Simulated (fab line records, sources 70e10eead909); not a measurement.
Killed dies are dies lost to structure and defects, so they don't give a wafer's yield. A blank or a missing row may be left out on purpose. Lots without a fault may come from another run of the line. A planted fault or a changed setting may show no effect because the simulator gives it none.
A struck lot beside a sound one | flow nand_harc | 14 steps out of a route of 1302
Sound: wafers L680.1, L680.2, L680.4. Struck: wafers L677.1, L677.2, L677.3. The cause comes at the end.
At each step with rows: each side's tool, then ch and its chambers, then its first start. Under that, the readings that differ: sound wafers | struck wafers | difference of the means | sigmas: that difference in standard deviations of wafers without a fault.
alike: readings whose means differ by less than 2 such deviations, and words and numbers that are the same on both sides. not compared: withheld readings, readings that some wafer has no value for, bounds like >300 that may hide the same value, and numbers for which the record gives no deviation and whose values overlap.
The two part at a step that has a row with sigmas, a row that says differs or no value, or rows on one side only. Numbers that don't overlap but have no deviation are shown without sigmas and don't part them. A reading that every wafer of one side lacks parts them only if that side has two wafers or more.

NHARC_A_M1_DEGAS_29: time 60 s.
  sound on pvd_sputter-03, day 28 19:35; struck on pvd_sputter-02, day 27 11:29
  alike: heater_power_w
NHARC_A_M1_PRE_CLEAN_30: time 30 s.
  sound on pvd_sputter-03; struck on pvd_sputter-02
  alike: heater_power_w
NHARC_A_M1_PVD_20: deposits TaN, target thk 5 nm, time 8.06 s.
  sound on pvd_sputter-03; struck on pvd_sputter-02
  alike: throttle_valve_pct
then, 2 steps without rows for these wafers: NHARC_A_M1_PVD_21 (deposits Cu, target thk 30 nm, time 20.49 s); NHARC_A_M1_ECD_22 (material Cu, target thk 400 nm).
NHARC_A_M1_ANNEAL_31: time 90 s.
  sound on rtp_anneal-02 ch 0, day 28 20:20; struck on rtp_anneal-01 ch 0, day 27 12:13
  alike: wafer_temp_C_max
then, 1 step without rows for these wafers: NHARC_A_M1_CMP_23 (polishes, t overpolish 20 s, target thk 154.34 nm).
NHARC_A_M1_THK_MEAS_24: measures by xrf.
  sound on film_metro-02, day 28 21:00; struck on film_metro-02, day 27 13:02
  alike: thk_nm
then, 1 step without rows for these wafers: NHARC_A_M1_SRD_25.
NHARC_A_M1_INSPECT_27:
  sound on defect_inspect-01, day 28 21:11; struck on defect_inspect-01, day 27 13:13
  alike: raw_defect_count
then, 1 step without rows for these wafers: NHARC_A_M1_PRE_CLEAN_32 (time 12 s).
NHARC_A_M1_DEP_33: deposits SiCN, target thk 30 nm.
  sound on pecvd-04 ch 0,1, day 28 21:20; struck on pecvd-01 ch 0,1,2, day 27 13:22
  no value came back on the struck wafers for chamber_pressure_Torr (Torr), heater_power_outer_w (W), heater_power_w (W); on the sound wafers chamber_pressure_Torr (Torr) reads 3.001 2.997 3.001
NHARC_A_BONDPAD_DEP_00: deposits SiCN, target thk 250 nm.
  sound on pecvd-03 ch 0,1,2, day 28 21:53; struck on pecvd-01 ch 0,1,2, day 27 13:56
  alike: chamber_pressure_Torr, heater_power_outer_w, heater_power_w
NHARC_END_SORT_01:
  the record has rows for the struck wafers here (prober-01 ch 0, day 28 19:38) and none for the sound ones

WHERE THEY PART
First at NHARC_A_M1_DEP_33; last, within this record, at NHARC_END_SORT_01.

WHY: what the simulator had put in
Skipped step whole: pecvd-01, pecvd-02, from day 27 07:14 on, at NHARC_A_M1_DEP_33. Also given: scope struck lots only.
